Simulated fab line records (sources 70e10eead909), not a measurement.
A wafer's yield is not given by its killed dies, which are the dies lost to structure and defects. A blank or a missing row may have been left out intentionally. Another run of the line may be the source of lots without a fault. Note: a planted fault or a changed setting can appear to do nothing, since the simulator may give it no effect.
Which of the tools did it? / flow nand_harc / 12 lots with 36 wafers sampled at 5 steps, on a route of 1302 steps

== WHAT THE GAUGES READ, wafer by wafer ==
NHARC_END_SORT_01. Usual: killed_at_array 59, standard deviation 20; killed_at_other 0.8, standard deviation 1.2; killed_at_periphery 3.5, standard deviation 2.2; killed_dies 63, standard deviation 20; killed_open 3.3, standard deviation 1.8; killed_short 2.6, standard deviation 1.7.
lot=L434; measured=day 24 00:41; on=prober-01; killed_at_array=40 40 36; killed_at_other=0 1 0; killed_at_periphery=0 1 6; killed_dies=40 42 42; killed_open=2 1 2; killed_short=3 0 2; flag=
lot=L437; measured=day 25 16:22; on=prober-01; killed_at_array=71 68 79; killed_at_other=0 0 0; killed_at_periphery=2 3 0; killed_dies=73 71 79; killed_open=0 5 2; killed_short=1 2 1; flag=
lot=L438; measured=day 25 20:32; on=prober-02; killed_at_array=39 37 38; killed_at_other=5 2 3; killed_at_periphery=4 4 2; killed_dies=48 43 43; killed_open=5 2 2; killed_short=4 2 4; flag=
lot=L439; measured=day 27 03:50; on=prober-02; killed_at_array=55 53 69; killed_at_other=0 0 0; killed_at_periphery=4 6 4; killed_dies=59 59 73; killed_open=2 3 3; killed_short=1 1 8; flag=
lot=L442; measured=day 27 18:38; on=prober-01; killed_at_array=39 28 39; killed_at_other=0 0 0; killed_at_periphery=0 2 4; killed_dies=39 30 43; killed_open=3 5 4; killed_short=6 2 7; flag=
lot=L445; measured=day 28 16:50; on=prober-01; killed_at_array=51 40 52; killed_at_other=0 1 0; killed_at_periphery=7 4 4; killed_dies=58 45 56; killed_open=3 0 1; killed_short=1 1 1; flag=
lot=L444; measured=day 28 23:28; on=prober-02; killed_at_array=33 38 28; killed_at_other=0 3 0; killed_at_periphery=3 5 4; killed_dies=36 46 32; killed_open=4 8 2; killed_short=2 1 3; flag=
lot=L446; measured=day 29 07:23; on=prober-01; killed_at_array=100 99 93; killed_at_other=1 0 0; killed_at_periphery=1 1 1; killed_dies=102 100 94; killed_open=1 4 4; killed_short=5 4 1; flag=
lot=L450; measured=day 30 13:58; on=prober-02; killed_at_array=83 70 73; killed_at_other=0 1 0; killed_at_periphery=3 10 6; killed_dies=86 81 79; killed_open=6 4 5; killed_short=4 6 2; flag=
lot=L452; measured=day 31 16:10; on=prober-01; killed_at_array=91 82 87; killed_at_other=0 0 0; killed_at_periphery=6 5 8; killed_dies=97 87 95; killed_open=4 2 5; killed_short=5 3 3; flag=
lot=L455; measured=day 33 09:48; on=prober-01; killed_at_array=51 673 45; killed_at_other=0 1 1; killed_at_periphery=5 3 6; killed_dies=56 677 52; killed_open=2 2 5; killed_short=3 0 3; flag=OFF
lot=L456; measured=day 34 04:30; on=prober-02; killed_at_array=75 66 84; killed_at_other=1 3 0; killed_at_periphery=6 3 4; killed_dies=82 72 88; killed_open=3 2 1; killed_short=3 6 1; flag=

== TOOL THAT RAN EACH LOT (tool first, then ch and the chambers of the sampled wafers, then the start) ==
lot=L434; NHARC_A_STAIRCASE_ETCH_201=rie_diel-05 ch 2,3, day 15 13:52 or earlier; NHARC_A_STAIRCASE_DESCUM_219=rie_diel-05 ch 0,3, day 15 13:52; NHARC_A_STAIRCASE_ETCH_221=rie_diel-05 ch 0,3, day 15 14:11 or earlier; NHARC_A_STAIRCASE_TRIM_222=rie_diel-05 ch 1,2, day 15 14:11
lot=L437; NHARC_A_STAIRCASE_ETCH_201=rie_diel-05 ch 1,3, day 17 11:44 or earlier; NHARC_A_STAIRCASE_DESCUM_219=rie_diel-05 ch 0,2,3, day 17 11:44; NHARC_A_STAIRCASE_ETCH_221=rie_diel-05 ch 0,2, day 17 12:04 or earlier; NHARC_A_STAIRCASE_TRIM_222=rie_diel-05 ch 0,2,3, day 17 12:04
lot=L438; NHARC_A_STAIRCASE_ETCH_201=rie_diel-05 ch 0,1,2, day 17 12:21 or earlier; NHARC_A_STAIRCASE_DESCUM_219=rie_diel-09 ch 1,2,3, day 17 12:21; NHARC_A_STAIRCASE_ETCH_221=rie_diel-09 ch 0,2,3, day 17 12:41 or earlier; NHARC_A_STAIRCASE_TRIM_222=rie_diel-09 ch 0,1,2, day 17 12:41
lot=L439; NHARC_A_STAIRCASE_ETCH_201=rie_diel-09 ch 1,2,3, day 18 05:14 or earlier; NHARC_A_STAIRCASE_DESCUM_219=rie_diel-08 ch 1,2, day 18 05:14; NHARC_A_STAIRCASE_ETCH_221=rie_diel-08 ch 0,1,2, day 18 05:36 or earlier; NHARC_A_STAIRCASE_TRIM_222=rie_diel-08 ch 1,2, day 18 05:36
lot=L442; NHARC_A_STAIRCASE_ETCH_201=rie_diel-08 ch 0,2,3, day 19 15:23 or earlier; NHARC_A_STAIRCASE_DESCUM_219=rie_diel-05 ch 1,2,3, day 19 15:23; NHARC_A_STAIRCASE_ETCH_221=rie_diel-05 ch 0,2,3, day 19 15:48 or earlier; NHARC_A_STAIRCASE_TRIM_222=rie_diel-05 ch 0,2,3, day 19 15:48
lot=L445; NHARC_A_STAIRCASE_ETCH_201=rie_diel-09 ch 0,2,3, day 20 14:05 or earlier; NHARC_A_STAIRCASE_DESCUM_219=rie_diel-08 ch 1,2, day 20 14:05; NHARC_A_STAIRCASE_ETCH_221=rie_diel-08 ch 0,1,2, day 20 14:27 or earlier; NHARC_A_STAIRCASE_TRIM_222=rie_diel-08 ch 0,1,2, day 20 14:27
lot=L444; NHARC_A_STAIRCASE_ETCH_201=rie_diel-08 ch 1,2, day 20 15:41 or earlier; NHARC_A_STAIRCASE_DESCUM_219=rie_diel-08 ch 0,2,3, day 20 15:41; NHARC_A_STAIRCASE_ETCH_221=rie_diel-08 ch 0,2, day 20 16:00 or earlier; NHARC_A_STAIRCASE_TRIM_222=rie_diel-08 ch 0,1,2, day 20 16:00
lot=L446; NHARC_A_STAIRCASE_ETCH_201=rie_diel-09 ch 1,2,3, day 20 19:14 or earlier; NHARC_A_STAIRCASE_DESCUM_219=rie_diel-05 ch 1,2,3, day 20 19:14; NHARC_A_STAIRCASE_ETCH_221=rie_diel-05 ch 1,2,3, day 20 19:38 or earlier; NHARC_A_STAIRCASE_TRIM_222=rie_diel-05 ch 1,2,3, day 20 19:38
lot=L450; NHARC_A_STAIRCASE_ETCH_201=rie_diel-09 ch 1,2, day 22 11:29 or earlier; NHARC_A_STAIRCASE_DESCUM_219=rie_diel-05 ch 0,2, day 22 11:29; NHARC_A_STAIRCASE_ETCH_221=rie_diel-05 ch 0,2, day 22 11:47 or earlier; NHARC_A_STAIRCASE_TRIM_222=rie_diel-05 ch 0,1, day 22 11:47
lot=L452; NHARC_A_STAIRCASE_ETCH_201=rie_diel-05 ch 0,2,3, day 23 04:54 or earlier; NHARC_A_STAIRCASE_DESCUM_219=rie_diel-08 ch 0,1,3, day 23 04:54; NHARC_A_STAIRCASE_ETCH_221=rie_diel-08 ch 0,1, day 23 05:13 or earlier; NHARC_A_STAIRCASE_TRIM_222=rie_diel-08 ch 2,3, day 23 05:13
lot=L455; NHARC_A_STAIRCASE_ETCH_201=rie_diel-05 ch 0,2,3, day 25 00:16 or earlier; NHARC_A_STAIRCASE_DESCUM_219=rie_diel-05 ch 1,2, day 25 00:16; NHARC_A_STAIRCASE_ETCH_221=rie_diel-05 ch 0,3, day 25 00:35 or earlier; NHARC_A_STAIRCASE_TRIM_222=rie_diel-05 ch 0,1,2, day 25 00:35
lot=L456; NHARC_A_STAIRCASE_ETCH_201=rie_diel-08 ch 0,1, day 25 08:11 or earlier; NHARC_A_STAIRCASE_DESCUM_219=rie_diel-08 ch 0,1, day 25 08:11; NHARC_A_STAIRCASE_ETCH_221=rie_diel-08 ch 1,2,3, day 25 08:36 or earlier; NHARC_A_STAIRCASE_TRIM_222=rie_diel-08 ch 1,2, day 25 08:36
- NHARC_A_STAIRCASE_ETCH_201: etches the open film in C4F8/O2, target depth 100 nm, time 40.5 s.
- NHARC_A_STAIRCASE_DESCUM_219: chemistry O2, time 3 s.
- NHARC_A_STAIRCASE_ETCH_221: etches the open film in C4F8/O2, target depth 100 nm, time 40.5 s.
- NHARC_A_STAIRCASE_TRIM_222: chemistry O2, time 211.2 s.

== WHAT THE TOOLS THEMSELVES READ (means of the sampled wafers that have a number; where no wafer has one, the mark that the record gives instead) ==
NHARC_A_STAIRCASE_ETCH_201. Usual: oes_product_au 0.942 a.u., standard deviation 0.01; rf_vpp_V 896 V, standard deviation 6.2.
lot=L434; tool=rie_diel-05; oes_product_au (a.u.)=0.935; rf_vpp_V (V)=888; flag=
lot=L437; tool=rie_diel-05; oes_product_au (a.u.)=0.937; rf_vpp_V (V)=891; flag=
lot=L438; tool=rie_diel-05; oes_product_au (a.u.)=0.949; rf_vpp_V (V)=892; flag=
lot=L439; tool=rie_diel-09; oes_product_au (a.u.)=0.937; rf_vpp_V (V)=898; flag=
lot=L442; tool=rie_diel-08; oes_product_au (a.u.)=0.943; rf_vpp_V (V)=898; flag=
lot=L445; tool=rie_diel-09; oes_product_au (a.u.)=0.935; rf_vpp_V (V)=893; flag=
lot=L444; tool=rie_diel-08; oes_product_au (a.u.)=0.931; rf_vpp_V (V)=905; flag=
lot=L446; tool=rie_diel-09; oes_product_au (a.u.)=0.947; rf_vpp_V (V)=897; flag=
lot=L450; tool=rie_diel-09; oes_product_au (a.u.)=0.938; rf_vpp_V (V)=894; flag=
lot=L452; tool=rie_diel-05; oes_product_au (a.u.)=0.948; rf_vpp_V (V)=896; flag=
lot=L455; tool=rie_diel-05; oes_product_au (a.u.)=0.939; rf_vpp_V (V)=894; flag=
lot=L456; tool=rie_diel-08; oes_product_au (a.u.)=0.943; rf_vpp_V (V)=897; flag=

NHARC_A_STAIRCASE_DESCUM_219. Usual: drypump_motor_current_A 6.15 A, standard deviation 0.22; oes_product_au 1.000 a.u., standard deviation 0.009; rf_vpp_V 57.8 V, standard deviation 0.93; showerhead_plenum_p_Torr 1.92 Torr, standard deviation 0.1; throttle_valve_pct 11.310 %, standard deviation 0.0089.
lot=L434; tool=rie_diel-05; drypump_motor_current_A (A)=6.21; oes_product_au (a.u.)=1.005; rf_vpp_V (V)=57.5; showerhead_plenum_p_Torr (Torr)=1.81; throttle_valve_pct (%)=11.316; flag=
lot=L437; tool=rie_diel-05; drypump_motor_current_A (A)=6.10; oes_product_au (a.u.)=1.002; rf_vpp_V (V)=57.2; showerhead_plenum_p_Torr (Torr)=1.83; throttle_valve_pct (%)=11.319; flag=
lot=L438; tool=rie_diel-09; drypump_motor_current_A (A)=5.95; oes_product_au (a.u.)=1.001; rf_vpp_V (V)=57.4; showerhead_plenum_p_Torr (Torr)=1.95; throttle_valve_pct (%)=11.312; flag=
lot=L439; tool=rie_diel-08; drypump_motor_current_A (A)=6.20; oes_product_au (a.u.)=0.999; rf_vpp_V (V)=59.4; showerhead_plenum_p_Torr (Torr)=2.06; throttle_valve_pct (%)=11.302; flag=
lot=L442; tool=rie_diel-05; drypump_motor_current_A (A)=6.20; oes_product_au (a.u.)=0.981; rf_vpp_V (V)=57.6; showerhead_plenum_p_Torr (Torr)=1.92; throttle_valve_pct (%)=11.310; flag=
lot=L445; tool=rie_diel-08; drypump_motor_current_A (A)=6.19; oes_product_au (a.u.)=0.999; rf_vpp_V (V)=58.3; showerhead_plenum_p_Torr (Torr)=2.06; throttle_valve_pct (%)=11.315; flag=
lot=L444; tool=rie_diel-08; drypump_motor_current_A (A)=6.35; oes_product_au (a.u.)=0.997; rf_vpp_V (V)=57.5; showerhead_plenum_p_Torr (Torr)=1.94; throttle_valve_pct (%)=11.316; flag=
lot=L446; tool=rie_diel-05; drypump_motor_current_A (A)=6.18; oes_product_au (a.u.)=0.990; rf_vpp_V (V)=57.8; showerhead_plenum_p_Torr (Torr)=1.91; throttle_valve_pct (%)=11.312; flag=
lot=L450; tool=rie_diel-05; drypump_motor_current_A (A)=6.01; oes_product_au (a.u.)=0.996; rf_vpp_V (V)=57.2; showerhead_plenum_p_Torr (Torr)=1.84; throttle_valve_pct (%)=11.313; flag=
lot=L452; tool=rie_diel-08; drypump_motor_current_A (A)=6.20; oes_product_au (a.u.)=0.997; rf_vpp_V (V)=57.9; showerhead_plenum_p_Torr (Torr)=1.93; throttle_valve_pct (%)=11.314; flag=
lot=L455; tool=rie_diel-05; drypump_motor_current_A (A)=6.10; oes_product_au (a.u.)=1.002; rf_vpp_V (V)=57.8; showerhead_plenum_p_Torr (Torr)=1.82; throttle_valve_pct (%)=11.300; flag=
lot=L456; tool=rie_diel-08; drypump_motor_current_A (A)=6.07; oes_product_au (a.u.)=1.009; rf_vpp_V (V)=58.3; showerhead_plenum_p_Torr (Torr)=1.99; throttle_valve_pct (%)=11.311; flag=

NHARC_A_STAIRCASE_ETCH_221. Usual: oes_product_au 0.943 a.u., standard deviation 0.012; rf_vpp_V 896 V, standard deviation 6.4.
lot=L434; tool=rie_diel-05; oes_product_au (a.u.)=0.944; rf_vpp_V (V)=891; flag=
lot=L437; tool=rie_diel-05; oes_product_au (a.u.)=0.955; rf_vpp_V (V)=894; flag=
lot=L438; tool=rie_diel-09; oes_product_au (a.u.)=0.951; rf_vpp_V (V)=894; flag=
lot=L439; tool=rie_diel-08; oes_product_au (a.u.)=0.941; rf_vpp_V (V)=902; flag=
lot=L442; tool=rie_diel-05; oes_product_au (a.u.)=0.930; rf_vpp_V (V)=898; flag=
lot=L445; tool=rie_diel-08; oes_product_au (a.u.)=0.947; rf_vpp_V (V)=902; flag=
lot=L444; tool=rie_diel-08; oes_product_au (a.u.)=0.945; rf_vpp_V (V)=903; flag=
lot=L446; tool=rie_diel-05; oes_product_au (a.u.)=0.940; rf_vpp_V (V)=896; flag=
lot=L450; tool=rie_diel-05; oes_product_au (a.u.)=0.960; rf_vpp_V (V)=891; flag=
lot=L452; tool=rie_diel-08; oes_product_au (a.u.)=0.960; rf_vpp_V (V)=899; flag=
lot=L455; tool=rie_diel-05; oes_product_au (a.u.)=0.946; rf_vpp_V (V)=901; flag=
lot=L456; tool=rie_diel-08; oes_product_au (a.u.)=0.943; rf_vpp_V (V)=900; flag=

NHARC_A_STAIRCASE_TRIM_222. Usual: drypump_motor_current_A 6.16 A, standard deviation 0.21; oes_product_au 1.000 a.u., standard deviation 0.0092; rf_vpp_V 57.7 V, standard deviation 0.96; run_length_s 232.5 s, standard deviation 0.5; showerhead_plenum_p_Torr 3.54 Torr, standard deviation 0.17; throttle_valve_pct 17.037 %, standard deviation 0.0079.
lot=L434; tool=rie_diel-05; drypump_motor_current_A (A)=6.11; oes_product_au (a.u.)=1.004; rf_vpp_V (V)=56.7; run_length_s (s)=232.2; showerhead_plenum_p_Torr (Torr)=3.43; throttle_valve_pct (%)=17.036; flag=
lot=L437; tool=rie_diel-05; drypump_motor_current_A (A)=6.11; oes_product_au (a.u.)=1.007; rf_vpp_V (V)=56.9; run_length_s (s)=232.9; showerhead_plenum_p_Torr (Torr)=3.38; throttle_valve_pct (%)=17.035; flag=
lot=L438; tool=rie_diel-09; drypump_motor_current_A (A)=6.09; oes_product_au (a.u.)=0.995; rf_vpp_V (V)=57.7; run_length_s (s)=232.4; showerhead_plenum_p_Torr (Torr)=3.48; throttle_valve_pct (%)=17.032; flag=
lot=L439; tool=rie_diel-08; drypump_motor_current_A (A)=6.07; oes_product_au (a.u.)=0.999; rf_vpp_V (V)=58.1; run_length_s (s)=232.3; showerhead_plenum_p_Torr (Torr)=3.77; throttle_valve_pct (%)=17.032; flag=
lot=L442; tool=rie_diel-05; drypump_motor_current_A (A)=6.13; oes_product_au (a.u.)=0.994; rf_vpp_V (V)=57.4; run_length_s (s)=232.8; showerhead_plenum_p_Torr (Torr)=3.55; throttle_valve_pct (%)=17.045; flag=
lot=L445; tool=rie_diel-08; drypump_motor_current_A (A)=6.25; oes_product_au (a.u.)=1.005; rf_vpp_V (V)=57.4; run_length_s (s)=232.4; showerhead_plenum_p_Torr (Torr)=3.69; throttle_valve_pct (%)=17.036; flag=
lot=L444; tool=rie_diel-08; drypump_motor_current_A (A)=6.23; oes_product_au (a.u.)=1.006; rf_vpp_V (V)=58.6; run_length_s (s)=232.9; showerhead_plenum_p_Torr (Torr)=3.69; throttle_valve_pct (%)=17.036; flag=
lot=L446; tool=rie_diel-05; drypump_motor_current_A (A)=6.19; oes_product_au (a.u.)=0.986; rf_vpp_V (V)=58.5; run_length_s (s)=232.4; showerhead_plenum_p_Torr (Torr)=3.53; throttle_valve_pct (%)=17.035; flag=
lot=L450; tool=rie_diel-05; drypump_motor_current_A (A)=6.01; oes_product_au (a.u.)=0.995; rf_vpp_V (V)=57.1; run_length_s (s)=231.8; showerhead_plenum_p_Torr (Torr)=3.43; throttle_valve_pct (%)=17.034; flag=
lot=L452; tool=rie_diel-08; drypump_motor_current_A (A)=6.31; oes_product_au (a.u.)=1.007; rf_vpp_V (V)=57.1; run_length_s (s)=232.1; showerhead_plenum_p_Torr (Torr)=3.51; throttle_valve_pct (%)=17.038; flag=
lot=L455; tool=rie_diel-05; drypump_motor_current_A (A)=6.03; oes_product_au (a.u.)=1.009; rf_vpp_V (V)=57.2; run_length_s (s)=200.4; showerhead_plenum_p_Torr (Torr)=3.40; throttle_valve_pct (%)=17.037; flag=OFF
lot=L456; tool=rie_diel-08; drypump_motor_current_A (A)=6.07; oes_product_au (a.u.)=1.003; rf_vpp_V (V)=57.6; run_length_s (s)=232.4; showerhead_plenum_p_Torr (Torr)=3.75; throttle_valve_pct (%)=17.036; flag=

== THE ANSWER, worked out from the rows above alone ==
Rule: a lot counts as off when the mean over its wafers that have a number is more than 3 standard deviations away from the usual mean. A lot without any number at a reading at which 4 lots or more have one is off too. All remaining lots with rows at the step are treated as sound. After the gauges, taken in route order, come the tools' own readings; for these a lot's mean is taken, as printed above. The first step at which some lot is off is used, and at that step the reading that is off furthest; a lot without a number counts as furthest.
Off: L455 (NHARC_END_SORT_01, killed_dies).
A tool fits if, at a process step before that reading, it ran every lot that is off, and no sound lot after the first of them. Not tried: the gauges at NHARC_END_SORT_01; whatever is off there is also off at NHARC_A_STAIRCASE_TRIM_222, on other tools, and gauge error can't account for it. Because NHARC_A_STAIRCASE_ETCH_201 lacks a start for some lots, the hours and order of its lots are taken from NHARC_A_STAIRCASE_DESCUM_219. Because NHARC_A_STAIRCASE_ETCH_221 lacks a start for some lots, the hours and order of its lots are taken from NHARC_A_STAIRCASE_TRIM_222. One fits: NHARC_A_STAIRCASE_ETCH_201 and NHARC_A_STAIRCASE_DESCUM_219 and NHARC_A_STAIRCASE_ETCH_221 and NHARC_A_STAIRCASE_TRIM_222 on rie_diel-05. At NHARC_A_STAIRCASE_ETCH_201 its last sound lot is L452 (day 23 04:54), its first lot that is off L455 (day 25 00:16): a fault that began between those two fits.

== WHAT THE SIMULATOR HAD INSERTED ==
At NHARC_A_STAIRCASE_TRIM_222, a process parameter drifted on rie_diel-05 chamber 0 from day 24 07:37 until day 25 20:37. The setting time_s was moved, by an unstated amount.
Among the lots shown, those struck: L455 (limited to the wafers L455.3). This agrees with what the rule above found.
